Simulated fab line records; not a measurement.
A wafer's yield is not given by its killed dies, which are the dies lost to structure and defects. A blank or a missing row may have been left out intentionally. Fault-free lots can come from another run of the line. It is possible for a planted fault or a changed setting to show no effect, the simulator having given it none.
Matching of chambers / flow nandHarc / NHARC_P_CONTACT_ALD_22 on aldMetal-03: 4 sister chambers
The step deposits TiN, target thk 3 nm, pulse time 1 s, ald cycles 150. 8 wafers are shown with their chamber, then 8 later ones without.

## EACH WAFER AND ITS CHAMBER
wafer=L078.6; chamber=0; heaterPowerW (W)=1104; precursorPulseHeightRel=1.005
wafer=L081.6; chamber=2; heaterPowerW (W)=1352; precursorPulseHeightRel=0.997
wafer=L083.2; chamber=2; heaterPowerW (W)=1366; precursorPulseHeightRel=1.002
wafer=L083.4; chamber=3; heaterPowerW (W)=1010; precursorPulseHeightRel=1.002
wafer=L089.1; chamber=0; heaterPowerW (W)=1065; precursorPulseHeightRel=1.023
wafer=L089.2; chamber=1; heaterPowerW (W)=1090; precursorPulseHeightRel=0.999
wafer=L089.3; chamber=3; heaterPowerW (W)=988; precursorPulseHeightRel=1.010
wafer=L090.1; chamber=1; heaterPowerW (W)=1112; precursorPulseHeightRel=1.005

## WAFERS MISSING THEIR CHAMBER
wafer=L090.5; heaterPowerW (W)=1370; precursorPulseHeightRel=1.042
wafer=L090.6; heaterPowerW (W)=1112; precursorPulseHeightRel=0.988
wafer=L092.1; heaterPowerW (W)=1087; precursorPulseHeightRel=1.018
wafer=L092.3; heaterPowerW (W)=1106; precursorPulseHeightRel=0.992
wafer=L092.6; heaterPowerW (W)=1089; precursorPulseHeightRel=1.011
wafer=L096.1; heaterPowerW (W)=1406; precursorPulseHeightRel=0.993
wafer=L096.2; heaterPowerW (W)=1105; precursorPulseHeightRel=1.010
wafer=L096.3; heaterPowerW (W)=979; precursorPulseHeightRel=1.000

## THE CHAMBER EACH PASSED THROUGH
wafer=L090.5; from the rows above=2; in truth=2
wafer=L090.6; from the rows above=can't be placed: 1 or 0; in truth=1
wafer=L092.1; from the rows above=can't be placed: 0 or 1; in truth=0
wafer=L092.3; from the rows above=can't be placed: 1 or 0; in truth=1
wafer=L092.6; from the rows above=can't be placed: 0 or 1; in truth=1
wafer=L096.1; from the rows above=2; in truth=2
wafer=L096.2; from the rows above=can't be placed: 1 or 0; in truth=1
wafer=L096.3; from the rows above=3; in truth=3
Correct placement for 3 of the 8. From these rows, 5 cannot be placed; in 5 the true chamber is one of the candidates. 0 placed wrongly.
How it was worked out, from the rows above alone: a wafer's distance from a chamber is the root of the sum, over the readings, of the square of ((its reading less the chamber's mean) divided by the reading's scatter). If the next closest chamber is less than 2 further off than the closest, the wafer can't be placed; otherwise it belongs to the closest. Each chamber's mean is taken over the wafers shown for it. The scatter: the root of (the sum of the squares of (reading less its chamber's mean) over the shown wafers, divided by (wafers less chambers)).
